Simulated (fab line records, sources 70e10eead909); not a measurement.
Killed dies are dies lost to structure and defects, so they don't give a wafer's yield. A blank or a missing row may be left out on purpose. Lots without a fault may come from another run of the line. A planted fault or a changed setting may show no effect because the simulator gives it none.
Which tool did it? | flow nand_harc | 13 lots, 39 wafers sampled, at 5 steps of a route of 1302

WHAT THE GAUGES READ, wafer by wafer
NHARC_END_SORT_01. Usual: killed_at_array 59, standard deviation 21; killed_at_other 1.0, standard deviation 1.1; killed_at_periphery 4.0, standard deviation 2.6; killed_dies 64, standard deviation 21; killed_open 3.2, standard deviation 1.7; killed_short 2.5, standard deviation 1.5.
lot  | measured     | on        | killed_at_array | killed_at_other | killed_at_periphery | killed_dies | killed_open | killed_short | flag
L510 | day 27 07:04 | prober-02 | 104 89 96       | 0 0 0           | 3 6 3               | 107 95 99   | 1 4 7       | 3 5 1        |
L514 | day 27 18:27 | prober-02 | 80 68 672       | 0 1 0           | 3 1 1               | 83 70 673   | 3 3 1       | 2 2 0        | OFF
L517 | day 28 16:09 | prober-01 | 86 672 93       | 0 1 0           | 3 1 1               | 89 674 94   | 3 0 0       | 4 6 4        | OFF
L524 | day 32 20:26 | prober-01 | 110             | 3               | 5                   | 118         | 4           | 4            |
L526 | day 32 20:58 | prober-02 | 63 62 56        | 0 0 2           | 4 0 4               | 67 62 62    | 4 1 5       | 5 1 5        |
L527 | day 33 06:11 | prober-02 | 39 46           | 0 4             | 5 3                 | 44 53       | 4 4         | 1 1          |
L528 | day 33 06:11 | prober-01 | 61 59 62        | 1 0 1           | 8 4 5               | 70 63 68    | 3 3 6       | 5 2 1        |
L529 | day 33 14:00 | prober-02 | 51 47 51        | 0 0 0           | 8 4 10              | 59 51 61    | 3 3 5       | 6 1 1        |

WHICH TOOL RAN EACH LOT (tool, then ch and the chambers of the sampled wafers, then the start)
lot  | NHARC_A_CHANNEL_HOLE_D1_DEP_01  | NHARC_THIN_TSV_ANNEAL_52         | NHARC_THIN_TSV_DEGAS_53      | NHARC_THIN_TSV_ETCH_59
L508 | pecvd-04 ch 0,1,2, day 8 18:22  | rtp_anneal-01 ch 0, day 25 10:17 | pvd_sputter-02, day 25 11:03 | rie_metal-01 ch 0, day 25 12:23
L507 | pecvd-02 ch 0,2, day 8 18:48    | rtp_anneal-01 ch 0, day 25 07:54 | pvd_sputter-02, day 25 08:40 | rie_metal-02 ch 0,1, day 25 09:58
L510 | pecvd-02 ch 0,1, day 10 04:36   | rtp_anneal-02 ch 0, day 26 18:43 | pvd_sputter-03, day 26 19:32 | rie_metal-03 ch 0,1, day 26 20:52
L511 | pecvd-04 ch 0,1,2, day 10 04:38 | rtp_anneal-02 ch 0, day 26 12:04 | pvd_sputter-01, day 26 12:48 | rie_metal-02 ch 0,1, day 26 14:14
L512 | pecvd-03 ch 1,2, day 10 17:26   | rtp_anneal-01 ch 0, day 26 17:38 | pvd_sputter-01, day 26 18:25 | rie_metal-01 ch 0,1, day 26 19:42
L514 | pecvd-03 ch 0,1,2, day 11 16:20 | rtp_anneal-02 ch 0, day 27 04:07 | pvd_sputter-03, day 27 04:46 | rie_metal-03 ch 1, day 27 06:16
L517 | pecvd-03 ch 0,1, day 12 12:26   | rtp_anneal-01 ch 0, day 28 04:25 | pvd_sputter-02, day 28 05:11 | rie_metal-03 ch 0,1, day 28 06:37
L524 | pecvd-03 ch 1,2, day 15 19:54   | rtp_anneal-01 ch 0, day 32 06:46 | pvd_sputter-03, day 32 07:35 | rie_metal-03 ch 0,1, day 32 09:07
L526 | pecvd-03 ch 0,1,2, day 16 02:35 | rtp_anneal-01 ch 0, day 32 07:53 | pvd_sputter-02, day 32 08:43 | rie_metal-02 ch 0,1, day 32 10:10
L527 | pecvd-03 ch 0,1, day 17 06:41   | rtp_anneal-02 ch 0, day 32 19:09 | pvd_sputter-02, day 32 19:59 | rie_metal-01 ch 0,1, day 32 21:28
L528 | pecvd-02 ch 0,1, day 17 07:41   | rtp_anneal-02 ch 0, day 32 20:23 | pvd_sputter-02, day 32 21:11 | rie_metal-01 ch 0,1, day 32 22:32
L529 | pecvd-02 ch 0,1,2, day 17 15:54 | rtp_anneal-02 ch 0, day 33 01:38 | pvd_sputter-03, day 33 02:26 | rie_metal-01 ch 0,1, day 33 03:45
L530 | pecvd-03 ch 0,2, day 17 20:20   | rtp_anneal-02 ch 0, day 33 00:35 | pvd_sputter-02, day 33 01:24 | rie_metal-03 ch 0,1, day 33 02:51
- NHARC_A_CHANNEL_HOLE_D1_DEP_01: deposits SiON, target thk 140 nm.
- NHARC_THIN_TSV_ANNEAL_52: time 90 s.
- NHARC_THIN_TSV_DEGAS_53: time 60 s.
- NHARC_THIN_TSV_ETCH_59: etches the open film in Cl2/BCl3, target depth 880 nm, time 138.1 s.

WHAT THE TOOLS THEMSELVES READ (means of the sampled wafers that have a number; where no wafer has one, the mark that the record gives instead)
NHARC_A_CHANNEL_HOLE_D1_DEP_01. Usual: heater_power_w 705 W, standard deviation 99; showerhead_vpp_V 1113 V, standard deviation 74.
lot  | tool     | heater_power_w (W) | showerhead_vpp_V (V) | flag
L508 | pecvd-04 | 685                | 1155                 |
L507 | pecvd-02 | 805                | 1057                 |
L510 | pecvd-02 | 695                | 1009                 |
L511 | pecvd-04 | 671                | 1160                 |
L512 | pecvd-03 | 644                | 1171                 |
L514 | pecvd-03 | 745                | 1151                 |
L517 | pecvd-03 | 612                | 1146                 |
L524 | pecvd-03 | 665                | 1184                 |
L526 | pecvd-03 | 689                | 1143                 |
L527 | pecvd-03 | 721                | 1103                 |
L528 | pecvd-02 | 674                | 1019                 |
L529 | pecvd-02 | 754                | 1044                 |
L530 | pecvd-03 | 735                | 1125                 |

NHARC_THIN_TSV_ANNEAL_52. Usual: wafer_temp_C_max 226.3, standard deviation 0.4.
lot  | tool          | wafer_temp_C_max | flag
L508 | rtp_anneal-01 | 226.7            |
L507 | rtp_anneal-01 | 226.7            |
L510 | rtp_anneal-02 | 226.0            |
L511 | rtp_anneal-02 | 226.2            |
L512 | rtp_anneal-01 | 226.5            |
L514 | rtp_anneal-02 | 226.2            |
L517 | rtp_anneal-01 | 226.2            |
L524 | rtp_anneal-01 | 226.8            |
L526 | rtp_anneal-01 | 226.8            |
L527 | rtp_anneal-02 | 226.0            |
L528 | rtp_anneal-02 | 226.1            |
L529 | rtp_anneal-02 | 225.9            |
L530 | rtp_anneal-02 | 226.1            |

NHARC_THIN_TSV_DEGAS_53. Usual: heater_power_w 447 W, standard deviation 31.
lot  | tool           | heater_power_w (W) | flag
L508 | pvd_sputter-02 | 434                |
L507 | pvd_sputter-02 | 441                |
L510 | pvd_sputter-03 | 450                |
L511 | pvd_sputter-01 | 463                |
L512 | pvd_sputter-01 | 456                |
L514 | pvd_sputter-03 | 452                |
L517 | pvd_sputter-02 | 406                |
L524 | pvd_sputter-03 | 460                |
L526 | pvd_sputter-02 | 428                |
L527 | pvd_sputter-02 | 431                |
L528 | pvd_sputter-02 | 412                |
L529 | pvd_sputter-03 | 461                |
L530 | pvd_sputter-02 | 431                |

NHARC_THIN_TSV_ETCH_59. Usual: drypump_motor_current_A 5.51 A, standard deviation 0.29; mfc_cl2_sccm 59.97 sccm, standard deviation 0.17; oes_product_au 1.000 a.u., standard deviation 0.013; throttle_valve_pct 22.266 %, standard deviation 0.0095.
lot  | tool         | drypump_motor_current_A (A) | mfc_cl2_sccm (sccm) | oes_product_au (a.u.) | throttle_valve_pct (%) | flag
L508 | rie_metal-01 | 5.15                        | 60.06               | 0.998                 | 22.263                 |
L507 | rie_metal-02 | 5.78                        | 60.03               | 1.000                 | 22.263                 |
L510 | rie_metal-03 | 5.48                        | 60.07               | 0.996                 | 22.256                 |
L511 | rie_metal-02 | 5.61                        | 60.10               | 1.012                 | 22.259                 |
L512 | rie_metal-01 | 5.52                        | 60.06               | 0.982                 | 22.279                 |
L514 | rie_metal-03 | 5.19                        | 59.85               | 0.996                 | 22.259                 |
L517 | rie_metal-03 | 5.41                        | 59.90               | 0.991                 | 22.264                 |
L524 | rie_metal-03 | 5.34                        | 59.88               | 1.000                 | 22.268                 |
L526 | rie_metal-02 | 5.79                        | 59.68               | 1.025                 | 22.268                 |
L527 | rie_metal-01 | 5.52                        | 59.87               | 1.004                 | 22.273                 |
L528 | rie_metal-01 | 5.35                        | 60.13               | 1.000                 | 22.271                 |
L529 | rie_metal-01 | 5.55                        | 59.82               | 1.010                 | 22.264                 |
L530 | rie_metal-03 | 5.35                        | 59.91               | 0.997                 | 22.262                 |

THE ANSWER, worked out from the rows above alone
Rule: a lot is off if the mean of its wafers that have a number lies more than 3 standard deviations from the usual mean. A lot without any number at a reading at which 4 lots or more have one is off too. The other lots that the step has rows for count as sound. The gauges are gone through in route order, then the tools' own readings, and for those a lot's mean is taken as printed above. The first step at which some lot is off is used, and at that step the reading that is off furthest; a lot without a number counts as furthest.
Off: L514, L517, at NHARC_END_SORT_01 (killed_at_array). Neither off nor sound, because the step has no rows for them: L508, L507, L511, L512, L530.
A tool fits if, at a process step before that reading, it ran every lot that is off, and no sound lot after the first of them. The gauges at NHARC_END_SORT_01 are tried like those tools. None of those tried fits.

WHAT THE SIMULATOR HAD PUT IN
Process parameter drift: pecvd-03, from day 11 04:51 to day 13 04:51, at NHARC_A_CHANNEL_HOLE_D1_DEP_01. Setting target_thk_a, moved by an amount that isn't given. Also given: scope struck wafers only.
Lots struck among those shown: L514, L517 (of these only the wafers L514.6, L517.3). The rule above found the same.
